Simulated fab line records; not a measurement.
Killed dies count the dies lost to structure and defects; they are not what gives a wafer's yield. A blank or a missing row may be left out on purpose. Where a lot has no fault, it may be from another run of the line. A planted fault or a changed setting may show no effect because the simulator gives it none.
fab line records	flow nand-harc
record: lots: 5	wafers: 15	last-day: 33
route steps=1302 shown P_ZERO_WELL@14 END@1302
lots that met no fault: taken from a fault-free run of the same line
start-h: the number of hours between the record's first day and the start of the first shown wafer of the lot	wait-h: time in hours since the lot's previous step	" unchanged from the row above	L1.1+2: a single row standing in for several wafers	- no value, or no start was given	* or withheld: withheld	< > ~ a bound
route shown NAME@n: names a module that has steps shown in the file, with the first one's number in the route	usual: mean/standard deviation taken from wafers without a fault	same: alike in all rows	chamber/n: place in a boat	sites: the reading at each site	_std_site: standard deviation across them	_edge_site: mean of outer sites minus mean of inner sites	radius-mm: how far each site lies from the wafer's centre	mask NAME#n: copy n	behind: the most recent tool/chamber to have shaped the wafer	hold: why the lot was held/for how many hours/how that ended	device: names the non-switching transistor (n, p or np)	end of line: the tests these same wafers got at the end of their route	where a step has no rows: the recipe by itself	killed: dies that structure and defects cost at the first sort, which is not the same as the wafer's yield	map: shows each die of a wafer: x if killed, . if not, _ if none is there
set.NAME: setting as actually run; set.NAME@STEP: the setting as run at that earlier step	model.NAME: the simulator's own value behind a step, which no gauge read
lots at selected steps of the route; one table per step, one row per wafer
services: the hour from which a tool's chamber was out of use, counted from the record's first day as start-h (under 0 if before that day), plus the number of hours and why
== steps ==
step: NHARC_P_ZERO_WELL_CD_MEAS_11
recipe: target-cd-nm: 500	landing-energy-ev: 500
usual: cd-nm: 500.5/1.4
lot.wafer	tool	chamber	start-h	wait-h	cd-nm
L614.2	cd-sem-01	0	21.26	-	500.2
L614.4	"	0	"	"	498.4
L614.5	"	0	"	"	498.2
L616.1	cd-sem-02	0	41.25	-	501.0
L616.5	"	0	"	"	498.7
L616.6	"	0	"	"	499.9
L627.1	cd-sem-02	0	151.24	-	501.6
L627.5	"	0	"	"	501.9
L627.6	"	0	"	"	501.1
L634.1	cd-sem-03	0	221.27	-	500.6
L634.4	"	0	"	"	503.1
L634.6	"	0	"	"	502.3
L635.1	cd-sem-01	0	231.30	-	501.3
L635.2	"	0	"	"	502.6
L635.4	"	0	"	"	502.0
step: NHARC_P_ZERO_WELL_HARDBAKE_12
recipe: temp-c: 118	time-s: 65
step: NHARC_P_ZERO_WELL_DESCUM_13
recipe: time-s: 3	o2-flow-sccm: 200	ar-flow-sccm: 0	bias-power-w: 0	chemistry: O2
usual: drypump-motor-current-A: 5.7/0.41	oes-product-au: 0.999/0.0072	rf-vpp-V: 57.5/0.8	showerhead-plenum-p-Torr: 1.86/0.046	throttle-valve-pct: 11.311/0.0092
lot.wafer	tool	chamber	start-h	wait-h	drypump-motor-current-A	oes-product-au	rf-hours-counter-h	rf-vpp-V	showerhead-plenum-p-Torr	throttle-valve-pct
L614.2	rie-diel-07	1	21.41	-	5.7	1.000	21	57.0	1.90	11.300
L614.4	"	3	"	"	5.4	1.001	18	56.9	1.95	11.308
L614.5	"	2	"	"	5.4	1.000	-	57.9	1.86	11.308
L616.1	rie-diel-07	1	41.43	-	5.7	0.991	28	58.3	1.90	11.309
L616.5	"	2	"	"	5.4	0.997	-	58.4	1.85	11.324
L616.6	"	3	"	"	5.5	1.001	-	57.6	1.95	11.314
L627.1	rie-diel-12	3	151.40	-	5.7	0.995	18	57.5	1.87	11.308
L627.6	"	2	"	"	6.0	0.998	-	57.1	1.84	11.310
L627.5	"	3	"	"	5.7	1.006	-	59.0	1.87	11.304
L634.1	rie-diel-07	0	221.43	-	5.4	1.001	29	57.4	1.78	11.294
L634.4	"	1	"	"	5.7	0.998	27	57.8	1.88	11.310
L634.6	"	1	"	"	5.7	0.997	-	57.8	1.88	11.313
L635.2	rie-diel-12	3	231.50	-	5.7	1.000	36	58.3	1.86	11.321
L635.4	"	0	"	"	6.6	1.004	38	58.6	1.83	11.317
L635.1	"	1	"	"	5.2	1.003	44	55.9	1.89	11.325
step: NHARC_P_ZERO_WELL_ETCH_65
recipe: target-depth-a: 800	overetch-a: 240	time-s: 87.88	ion-energy-ev: 200	n2-flow-sccm: 150	h2-flow-sccm: 150	ar-flow-sccm: 0	rf-w: 400	bias-w: 150	chemistry: N2/H2
usual: drypump-motor-current-A: 5.7/0.42	oes-product-au: 0.998/0.0071	rf-vpp-V: 429.1/1.7	showerhead-plenum-p-Torr: 1.99/0.053	throttle-valve-pct: 14.172/0.0075
lot.wafer	tool	chamber	start-h	wait-h	drypump-motor-current-A	oes-product-au	rf-hours-counter-h	rf-vpp-V	showerhead-plenum-p-Torr	throttle-valve-pct
L614.4	rie-diel-07	1	21.50	0.1	5.7	0.991	21	430.1	2.02	14.173
L614.2	"	3	"	"	5.4	1.003	18	431.5	2.08	14.155
L614.5	"	0	"	"	5.5	0.984	-	426.8	1.92	14.171
L616.1	rie-diel-07	3	41.49	0.1	5.5	0.995	22	431.9	2.08	14.163
L616.5	"	3	"	"	5.5	0.999	-	432.6	2.08	14.179
L616.6	"	0	"	"	5.5	0.999	-	426.1	1.92	14.161
L627.1	rie-diel-12	1	151.48	0.1	5.1	1.001	17	429.3	2.02	14.176
L627.6	"	0	"	"	6.6	1.005	-	427.5	1.96	14.172
L627.5	"	1	"	"	5.1	1.003	-	430.0	2.02	14.170
L634.4	rie-diel-07	0	222.26	0.8	5.4	1.003	30	426.5	1.90	14.167
L634.1	"	3	"	"	5.4	0.996	29	431.7	2.06	14.166
L634.6	"	0	"	"	5.5	0.986	-	425.6	1.90	14.173
L635.2	rie-diel-12	1	231.60	0.1	5.1	0.992	44	428.7	2.01	14.179
L635.1	"	3	"	"	5.8	0.999	36	429.8	1.98	14.175
L635.4	"	0	"	"	6.6	1.004	38	428.3	1.95	14.172
step: NHARC_P_ZERO_WELL_ETCH_62
recipe: target-depth-a: 130	time-s: 6.5	chf3-flow-sccm: 50	ar-flow-sccm: 200	rf-w: 500	bias-w: 200	chemistry: CHF3/Ar
usual: drypump-motor-current-A: 5.7/0.4	oes-product-au: 0.957/0.016	rf-vpp-V: 369.3/1.4	showerhead-plenum-p-Torr: 2.28/0.056	throttle-valve-pct: 20.217/0.0092
lot.wafer	tool	chamber	start-h	wait-h	drypump-motor-current-A	oes-product-au	rf-hours-counter-h	rf-vpp-V	showerhead-plenum-p-Torr	throttle-valve-pct
L614.4	rie-diel-07	2	-	-	5.4	0.957	22	369.0	2.28	20.211
L614.2	"	3	"	"	5.5	0.973	18	372.3	2.38	20.214
L614.5	"	0	"	"	5.5	0.966	-	366.3	2.21	20.227
L616.1	rie-diel-07	1	-	-	5.7	0.974	28	369.2	2.32	20.207
L616.6	"	2	"	"	5.4	0.969	-	368.6	2.27	20.208
L616.5	"	3	"	"	5.5	0.969	-	371.3	2.38	20.206
L627.1	rie-diel-12	1	-	-	5.1	0.927	17	369.3	2.32	20.206
L627.5	"	0	"	"	6.6	0.932	-	368.4	2.26	20.199
L627.6	"	1	"	"	5.1	0.932	-	368.4	2.32	20.223
L634.4	rie-diel-07	0	-	-	5.5	0.943	30	369.1	2.19	20.205
L634.1	"	1	"	"	5.7	0.948	28	369.7	2.30	20.208
L634.6	"	1	"	"	5.7	0.945	-	370.6	2.30	20.202
L635.1	rie-diel-12	3	-	-	5.7	0.946	36	370.2	2.29	20.206
L635.4	"	1	"	"	5.2	0.965	44	369.1	2.31	20.205
L635.2	"	2	"	"	6.0	0.966	44	367.4	2.25	20.231
step: NHARC_P_ZERO_WELL_ETCH_63
recipe: target-depth-a: 1200	time-s: 40.1	hbr-flow-sccm: 150	cl2-flow-sccm: 50	rf-w: 400	icp-w: 400	bias-w: 100	chemistry: HBr/Cl2
usual: drypump-motor-current-A: 5.9/0.36	oes-product-au: 1.001/0.0078	throttle-valve-pct: 26.406/0.0092
lot.wafer	tool	chamber	start-h	wait-h	drypump-motor-current-A	oes-product-au	rf-hours-counter-h	throttle-valve-pct
L614.2	rie-si-04	0	21.70	-	5.8	1.003	0.15	26.400
L614.4	"	1	"	"	5.9	1.003	0.11	26.415
L614.5	"	2	"	"	5.7	1.014	-	26.399
L616.1	rie-si-06	1	41.66	-	6.7	0.994	0.78	26.409
L616.6	"	1	"	"	6.7	0.993	-	26.416
L616.5	"	2	"	"	6.1	1.002	-	26.404
L627.1	rie-si-02	1	151.65	-	5.9	0.988	0.22	26.420
L627.6	"	1	"	"	5.9	0.981	-	26.398
L627.5	"	2	"	"	5.5	1.006	-	26.412
L634.4	rie-si-06	1	222.46	-	6.7	1.006	0.77	26.422
L634.1	"	2	"	"	6.0	1.013	0.99	26.394
L634.6	"	3	"	"	6.4	1.000	-	26.406
L635.2	rie-si-04	3	231.77	-	6.0	0.999	0.39	26.401
L635.4	"	0	"	"	5.8	0.994	0.36	26.415
L635.1	"	2	"	"	5.7	1.012	0.36	26.407
step: NHARC_P_ZERO_WELL_STRIP_15
recipe: time-s: 900	temp-c: 130	chemistry: SPM
step: NHARC_P_ZERO_WELL_DEHYDRATE_16
recipe: temp-c: 150	time-s: 120
step: NHARC_P_ZERO_WELL_HMDS_17
recipe: time-s: 30
step: NHARC_P_ZERO_WELL_COAT_18
recipe: spin-rpm: withheld
step: NHARC_P_ZERO_WELL_SOFTBAKE_19
recipe: temp-c: 122	time-s: 95
step: NHARC_P_ZERO_WELL_EBR_20
step: NHARC_P_ZERO_WELL_EXPOSE_21
recipe: na: 0.6	target-cd-nm: 720	dose-mj: 22.31	mask-id: P_NWELL
usual: stage-vel-mm-s: 499.99/0.21
lot.wafer	tool	chamber	start-h	wait-h	mask	stage-vel-mm-s
L614.2	krf-scanner-04	0	22.45	-	P_NWELL#0	499.89
L614.4	"	0	"	"	P_NWELL#0	499.94
L614.5	"	0	"	"	P_NWELL#0	499.62
L616.1	krf-scanner-02	0	42.43	-	P_NWELL#0	499.96
L616.5	"	0	"	"	P_NWELL#0	499.96
L616.6	"	0	"	"	P_NWELL#0	499.98
L627.1	krf-scanner-04	0	152.29	-	P_NWELL_R1#0	499.72
L627.5	"	0	"	"	P_NWELL_R1#0	500.08
L627.6	"	0	"	"	P_NWELL_R1#0	499.82
L634.1	krf-scanner-02	0	223.26	-	P_NWELL#0	500.16
L634.4	"	0	"	"	P_NWELL#0	499.77
L634.6	"	0	"	"	P_NWELL#0	500.10
L635.1	krf-scanner-03	0	232.59	-	P_NWELL#0	499.57
L635.2	"	0	"	"	P_NWELL#0	499.84
L635.4	"	0	"	"	P_NWELL#0	499.66
step: NHARC_P_ZERO_WELL_PEB_22
recipe: peb-temp-c: 118	peb-time-s: 85
step: NHARC_P_ZERO_WELL_DEVELOP_23
recipe: time-s: 70
step: NHARC_P_ZERO_WELL_CD_MEAS_24
recipe: target-cd-nm: 720	landing-energy-ev: 500
usual: cd-nm: 720.6/1.1
lot.wafer	tool	chamber	start-h	wait-h	cd-nm
L614.2	cd-sem-01	0	22.60	-	721.1
L614.4	"	0	"	"	722.2
L614.5	"	0	"	"	720.3
L616.1	cd-sem-02	0	42.60	-	719.8
L616.5	"	0	"	"	720.2
L616.6	"	0	"	"	719.3
L627.1	cd-sem-02	0	152.45	-	715.2
L627.5	"	0	"	"	715.2
L627.6	"	0	"	"	716.8
L634.1	cd-sem-01	0	223.42	-	718.0
L634.4	"	0	"	"	718.2
L634.6	"	0	"	"	718.1
L635.1	cd-sem-02	0	232.75	-	720.4
L635.2	"	0	"	"	719.1
L635.4	"	0	"	"	719.7
step: NHARC_P_ZERO_WELL_HARDBAKE_25
recipe: temp-c: 125	time-s: 80
step: NHARC_P_ZERO_WELL_DESCUM_26
recipe: time-s: 3	o2-flow-sccm: 200	ar-flow-sccm: 0	bias-power-w: 0	chemistry: O2
usual: drypump-motor-current-A: 5.7/0.43	oes-product-au: 0.999/0.0073	rf-vpp-V: 57.7/0.94	showerhead-plenum-p-Torr: 1.87/0.048	throttle-valve-pct: 11.311/0.0092
lot.wafer	tool	chamber	start-h	wait-h	drypump-motor-current-A	oes-product-au	rf-hours-counter-h	rf-vpp-V	showerhead-plenum-p-Torr	throttle-valve-pct	model.P_ZERO_WELL.cd-nm
L614.4	rie-diel-07	0	22.77	-	5.5	0.993	21	58.1	1.80	11.301	721.9
L614.2	"	2	"	"	5.4	1.006	22	57.2	1.86	11.318	721.3
L614.5	"	1	"	"	5.7	0.996	-	56.6	1.90	11.308	720.9
L616.1	rie-diel-04	2	42.78	-	5.7	1.005	8	59.0	1.95	11.298	719.8
L616.5	"	0	"	"	5.6	0.991	-	58.2	1.81	11.321	719.8
L616.6	"	2	"	"	5.6	0.998	-	58.0	1.95	11.301	719.1
L627.1	rie-diel-07	1	152.63	-	5.7	0.997	7	56.8	1.88	11.318	715.1
L627.5	"	3	"	"	5.5	1.000	-	57.3	1.93	11.305	715.2
L627.6	"	0	"	"	5.4	1.004	-	58.4	1.79	11.326	716.7
L634.1	rie-diel-07	0	223.58	-	5.5	1.002	30	58.1	1.78	11.328	717.5
L634.4	"	1	"	"	5.7	1.015	28	55.8	1.88	11.302	718.1
L634.6	"	1	"	"	5.7	1.000	-	59.4	1.88	11.305	718.3
L635.2	rie-diel-12	2	232.91	-	6.0	0.994	44	57.5	1.83	11.313	719.5
L635.1	"	3	"	"	5.7	0.993	36	56.7	1.86	11.332	720.6
L635.4	"	0	"	"	6.5	1.006	38	57.8	1.83	11.291	720.1
step: NHARC_P_ZERO_WELL_IMPLANT_27
recipe: energy-kev: 600	dose-cm2: 1e+13	tilt-deg: 7
step: NHARC_END_SORT_01
recipe: temp-c: 25
usual: killed-at-array: 52/20	killed-at-other: 1.0/1.3	killed-at-periphery: 3.7/2.2	killed-dies: 57/20	killed-open: 3.2/1.6	killed-short: 2.4/1.6
same: gross-dies: 677
lot.wafer	tool	chamber	start-h	wait-h	killed-at-array	killed-at-other	killed-at-periphery	killed-dies	killed-open	killed-short
L614.2	prober-01	0	565.25	2.8	47	6	1	54	6	3
L614.4	prober-01	0	566.87	3.4	47	4	3	54	2	2
L614.5	prober-01	0	567.68	3.7	47	0	2	49	4	2
L616.1	prober-02	0	577.15	2.5	48	1	1	50	1	2
L616.5	prober-02	0	580.39	3.7	39	1	4	44	4	0
L616.6	prober-02	0	581.21	4.1	45	1	3	49	1	2
L627.1	prober-01	0	701.70	2.5	32	0	3	35	3	1
L627.5	prober-01	0	704.89	3.7	42	0	3	45	8	0
L627.6	prober-01	0	705.68	4.0	41	0	4	45	4	3
L635.1	prober-02	0	777.55	2.5	22	0	9	31	4	3
L635.2	prober-02	0	778.33	2.8	30	0	7	37	6	3
L635.4	prober-02	0	779.90	3.3	22	0	7	29	2	5
L634.1	prober-01	0	777.58	2.5	56	3	1	60	2	2
L634.4	prober-01	0	779.95	3.4	63	0	4	67	5	4
L634.6	prober-01	0	781.53	3.9	52	3	1	56	3	3
killed by level:class
L614.2 A_CHANNEL_HOLE_D2:chamber-film-flake=25 A_CONTACT:chamber-film-flake=9 THIN_TSV:chamber-film-flake=6 A_SOURCE_PLATE:geometric-particle:open=2 A_CHANNEL_FILL_D1:geometric-particle:open=2 A_ONON_D2:geometric-particle:short=2 A_CHANNEL_FILL_D1:chamber-film-flake=2 A_STAIRCASE:chamber-film-flake=2
L614.4 A_CHANNEL_HOLE_D2:chamber-film-flake=28 A_CONTACT:chamber-film-flake=15 THIN_TSV:chamber-film-flake=4 P_CONTACT:geometric-particle:open=1 P_M1:geometric-particle:open=1 A_ONON_D2:geometric-particle:short=1 A_WL_FILL:geometric-particle:short=1 P_ZERO_WELL:chamber-film-flake=1
L614.5 A_CHANNEL_HOLE_D2:chamber-film-flake=25 A_CONTACT:chamber-film-flake=12 A_CHANNEL_HOLE_D1:chamber-film-flake=2 A_CHANNEL_FILL_D1:geometric-particle:open=1 A_ONON_D2:geometric-particle:short=1 A_CHANNEL_HOLE_D2:geometric-particle:open=1 A_WL_FILL:geometric-particle:short=1 A_WL_FILL:geometric-particle:open=1
L616.1 A_CHANNEL_HOLE_D1:chamber-film-flake=24 A_CHANNEL_HOLE_D2:chamber-film-flake=12 A_CONTACT:chamber-film-flake=7 A_ONON_D1:geometric-particle:short=1 A_CHANNEL_FILL_D1:geometric-particle:open=1 A_ONON_D2:geometric-particle:short=1 P_GATE:chamber-film-flake=1 A_CHANNEL_FILL_D2:chamber-film-flake=1
L616.5 A_CHANNEL_HOLE_D1:chamber-film-flake=21 A_CHANNEL_HOLE_D2:chamber-film-flake=10 A_CONTACT:chamber-film-flake=3 P_M0:geometric-particle:open=2 A_DECK1_JOINT:chamber-film-flake=2 P_GATE:geometric-particle:open=1 A_ONON_D2:geometric-particle:open=1 P_GATE:chamber-film-flake=1
L616.6 A_CHANNEL_HOLE_D1:chamber-film-flake=29 A_CHANNEL_HOLE_D2:chamber-film-flake=14 P_GATE:geometric-particle:open=1 P_CONTACT:geometric-particle:short=1 A_ONON_D1:geometric-particle:short=1 P_M0:chamber-film-flake=1 A_CONTACT:chamber-film-flake=1 THIN_TSV:chamber-film-flake=1
L627.1 A_CHANNEL_HOLE_D1:chamber-film-flake=22 P_M1:chamber-film-flake=2 A_SLIT:chamber-film-flake=2 A_CHANNEL_FILL_D1:chamber-film-flake=2 A_STAIRCASE:chamber-film-flake=2 P_CONTACT:geometric-particle:open=1 A_ONON_D2:geometric-particle:open=1 A_CHANNEL_FILL_D2:geometric-particle:open=1
L627.5 A_CHANNEL_HOLE_D1:chamber-film-flake=26 A_DECK1_JOINT:geometric-particle:open=2 A_STAIRCASE:chamber-film-flake=2 A_SLIT:chamber-film-flake=2 P_M0:geometric-particle:open=1 A_CHANNEL_HOLE_D1:geometric-particle:open=1 A_STAIRCASE:geometric-particle:open=1 A_SGD_CUT:geometric-particle:open=1
L627.6 A_CHANNEL_HOLE_D1:chamber-film-flake=26 A_SLIT:chamber-film-flake=3 A_CONTACT:chamber-film-flake=3 A_CONTACT:geometric-particle:open=2 P_M1:chamber-film-flake=2 P_CONTACT:geometric-particle:open=1 A_ONON_D2:geometric-particle:short=1 A_SGD_CUT:geometric-particle:short=1
L635.1 A_SLIT:chamber-film-flake=8 A_CONTACT:chamber-film-flake=6 P_BONDPAD:chamber-film-flake=4 A_BLC:chamber-film-flake=3 P_GATE:chamber-film-flake=2 P_M0:geometric-particle:open=1 P_M1:geometric-particle:open=1 A_SOURCE_PLATE:geometric-particle:open=1
L634.1 A_SLIT:chamber-film-flake=36 A_BLC:chamber-film-flake=5 A_CONTACT:chamber-film-flake=3 THIN_TSV:chamber-film-flake=3 A_BLC:geometric-particle:open=2 A_CHANNEL_FILL_D2:chamber-film-flake=2 A_STAIRCASE:geometric-particle:short=1 A_WL_FILL:geometric-particle:short=1
L635.2 A_SLIT:chamber-film-flake=11 A_CONTACT:chamber-film-flake=6 A_BLC:chamber-film-flake=4 P_CONTACT:geometric-particle:open=3 P_BONDPAD:chamber-film-flake=2 A_CHANNEL_HOLE_D1:chamber-film-flake=2 A_ONON_D1:geometric-particle:open=1 A_ONON_D1:geometric-particle:short=1
L635.4 A_SLIT:chamber-film-flake=6 A_CONTACT:chamber-film-flake=6 P_BONDPAD:chamber-film-flake=3 A_BLC:chamber-film-flake=3 P_GATE:geometric-particle:short=1 P_CONTACT:geometric-particle:short=1 A_CHANNEL_FILL_D1:geometric-particle:short=1 A_CHANNEL_FILL_D1:geometric-particle:open=1
L634.4 A_SLIT:chamber-film-flake=38 P_GATE:chamber-film-flake=3 A_CHANNEL_HOLE_D1:chamber-film-flake=3 A_BLC:chamber-film-flake=3 A_WL_FILL:geometric-particle:short=2 A_CHANNEL_HOLE_D1:unspecified=2 A_CHANNEL_FILL_D1:chamber-film-flake=2 A_CHANNEL_HOLE_D2:chamber-film-flake=2
L634.6 A_SLIT:chamber-film-flake=37 THIN_TSV:chamber-film-flake=3 A_CHANNEL_HOLE_D1:unspecified=2 A_DECK1_JOINT:chamber-film-flake=2 A_STAIRCASE:chamber-film-flake=2 A_CONTACT:chamber-film-flake=2 P_M0:geometric-particle:open=1 A_CHANNEL_FILL_D1:geometric-particle:short=1
== services ==
tool	chamber	start-h	hours	kind
rie-diel-07	3	2.04	2.8	repair
rie-diel-07	1	3.08	2.9	repair
krf-scanner-04	-	10.00	4.0	pm
rie-diel-07	3	23.87	2.7	repair
rie-si-06	0	30.35	9.4	repair
krf-scanner-04	-	42.17	2.7	repair
rie-diel-07	0	46.80	7.3	repair
rie-si-06	-	72.00	9.0	pm
krf-scanner-04	-	78.00	20.9	repair
rie-si-04	1	79.93	4.0	repair
rie-diel-12	-	91.78	9.0	pm
krf-scanner-02	-	94.00	4.0	pm
rie-diel-07	1	109.79	4.7	repair
rie-diel-07	-	117.29	9.0	pm
rie-si-04	0	122.11	7.7	repair
rie-si-04	2	123.51	3.2	repair
rie-diel-12	0	138.79	6.6	repair
rie-si-06	1	148.34	28.3	repair
rie-si-06	3	163.72	2.4	repair
rie-si-04	-	165.00	9.0	pm
rie-diel-12	3	165.03	13.8	repair
rie-diel-07	3	173.98	3.1	repair
krf-scanner-04	-	182.00	4.0	pm
rie-diel-07	0	232.43	3.9	repair
== key ==
first-sign: step: NHARC_P_ZERO_WELL_EXPOSE_21	reading: mask	direction: changed
effect: step: NHARC_P_ZERO_WELL_CD_MEAS_24	reading: cd-nm	direction: down	sigmas: 4.4	usual: 720.6	struck: 715.7
model-effect: step: NHARC_P_ZERO_WELL_DESCUM_26	value: P_ZERO_WELL.cd-nm	without: 720	struck: 715.7
met-at NHARC_P_ZERO_WELL_EXPOSE_21
struck-wafers L627.1,L627.5,L627.6
tester-left-out L627
onset-between 22.45 152.29
fault: kind: wrong-mask	tool: any	chamber: -	onset-h: 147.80	steps: NHARC_P_ZERO_WELL_EXPOSE_21	aux-copy: P_NWELL_R1#0	cd-offset-nm: -4.2996	scope: struck-lots-only
tester-left-out: of these lots the tester's yield and bins aren't shown, on N5 and GAA mostly nor the transistor test; their killed dies are dies lost to structure and defects alone, not to doping, threshold or leakage, so they don't give the yield
